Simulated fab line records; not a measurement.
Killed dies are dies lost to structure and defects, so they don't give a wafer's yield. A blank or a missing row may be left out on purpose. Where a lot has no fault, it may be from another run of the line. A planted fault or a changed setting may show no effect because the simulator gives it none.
Check for tools in common | flow n5 finfet | Sample size 8 lots and 24 wafers

WHY IT WAS OPENED
3 of 8 lots carry a flag on the reading IOFF_N_LONG at N5_BEOL_M4_RC_MEAS_101. No-fault wafers: 5.42e-05 nA/um, standard deviation 2.8e-06.
Rule: flag the lot when none of its wafers has a number, or when each of its wafers that has one lies beyond 4 standard deviations from that mean. All remaining lots are regarded as sound.

lot  | measured     | on        | IOFF_N_LONG (nA/um), wafer by wafer | flag
L453 | day 9 10:52  | prober-02 | 5.31e-05 5.37e-05 5.37e-05          |
L457 | day 10 05:17 | prober-01 | 0.010164 0.01008 0.010162           | FLAGGED
L456 | day 10 07:46 | prober-02 | 0.0092083 0.0093665 0.0092401       | FLAGGED
L460 | day 10 11:23 | prober-01 | 4.98e-05 5.08e-05 5.17e-05          |
L458 | day 11 02:52 | prober-01 | 0.01115 0.011012 0.011036           | FLAGGED
L468 | day 12 17:22 | prober-01 | 5.2e-05 5.16e-05 5.16e-05           |
L469 | day 12 22:59 | prober-02 | 5.44e-05 5.52e-05 5.49e-05          |
L472 | day 14 06:26 | prober-01 | 5.25e-05 5.3e-05 5.37e-05           |
Averaged over the flagged lots the numbers come to 1.02e-02 nA/um, +1.01e-02 nA/um from the usual (+99 or more standard deviations).

WHICH TOOL RAN EACH LOT
Before the reading, the record contains 3 process steps out of a 1938-step route. Every cell lists first the tool, next ch and the chambers used by the sampled wafers, and last the start.
lot  | flag    | N5_DUMMY_REMOVAL_STRIP_10         | N5_HKMG_FIN_ETCH_55               | N5_HKMG_FIN_ETCH_58
L453 |         | rie diel-02 ch 1,2,3, day 5 01:09 | rie diel-05 ch 0,1,2, day 5 02:49 | rie diel-05 ch 0,1,2, day 5 03:01
L457 | FLAGGED | rie diel-03 ch 1,2,3, day 5 23:42 | rie diel-05 ch 0,2,3, day 6 01:32 | rie diel-05 ch 0,2,3, day 6 01:45
L456 | FLAGGED | rie diel-03 ch 2,3, day 5 17:38   | rie diel-01 ch 0,2,3, day 5 19:37 | rie diel-01 ch 0,2,3, day 5 19:49
L460 |         | rie diel-03 ch 0,1,3, day 6 15:40 | rie diel-01 ch 0,2, day 6 17:12   | rie diel-01 ch 0,2, day 6 17:25
L458 | FLAGGED | rie diel-02 ch 0,2,3, day 6 04:59 | rie diel-01 ch 2,3, day 6 06:39   | rie diel-01 ch 2,3, day 6 06:52
L468 |         | rie diel-03 ch 0,1, day 8 18:08   | rie diel-05 ch 0,3, day 8 19:40   | rie diel-05 ch 0,3, day 8 19:52
L469 |         | rie diel-04 ch 0,1, day 8 21:52   | rie diel-05 ch 0,2,3, day 8 23:34 | rie diel-05 ch 0,2,3, day 8 23:46
L472 |         | rie diel-04 ch 1,3, day 9 17:41   | rie diel-01 ch 0,1,2, day 9 19:28 | rie diel-01 ch 0,1,2, day 9 19:41
What is done by these steps:
- N5_DUMMY_REMOVAL_STRIP_10: strips in N2/H2, time 40 s.
- N5_HKMG_FIN_ETCH_55: etches SOC in N2/H2, target depth 240 nm, time 300 s.
- N5_HKMG_FIN_ETCH_58: etches SOC in N2/H2, target depth 215.8 nm, time 741 s.
- N5_BEOL_M4_RC_MEAS_101

FLAGGED AGAINST TOTAL, ONE TOOL AT A TIME (gauges that did the reading follow at the end)
step                      | tool        | lots run | flagged | share of the flagged lots | sound lots run after its first flagged lot
N5_DUMMY_REMOVAL_STRIP_10 | rie diel-02 | 2        | 1       | some                      | 0
N5_DUMMY_REMOVAL_STRIP_10 | rie diel-03 | 4        | 2       | some                      | 2 (L460,L468)
N5_DUMMY_REMOVAL_STRIP_10 | rie diel-04 | 2        | 0       | none                      | -
N5_HKMG_FIN_ETCH_55       | rie diel-01 | 4        | 2       | some                      | 2 (L460,L472)
N5_HKMG_FIN_ETCH_55       | rie diel-05 | 4        | 1       | some                      | 2 (L468,L469)
N5_HKMG_FIN_ETCH_58       | rie diel-01 | 4        | 2       | some                      | 2 (L460,L472)
N5_HKMG_FIN_ETCH_58       | rie diel-05 | 4        | 1       | some                      | 2 (L468,L469)
N5_BEOL_M4_RC_MEAS_101    | prober-01   | 5        | 2       | some                      | 3 (L460,L468,L472)
N5_BEOL_M4_RC_MEAS_101    | prober-02   | 3        | 1       | some                      | 1 (L469)

WHAT IS ALLOWED BY THE TABLE
No row of the table ran every flagged lot.

WHAT HAD BEEN PUT IN BY THE SIMULATOR
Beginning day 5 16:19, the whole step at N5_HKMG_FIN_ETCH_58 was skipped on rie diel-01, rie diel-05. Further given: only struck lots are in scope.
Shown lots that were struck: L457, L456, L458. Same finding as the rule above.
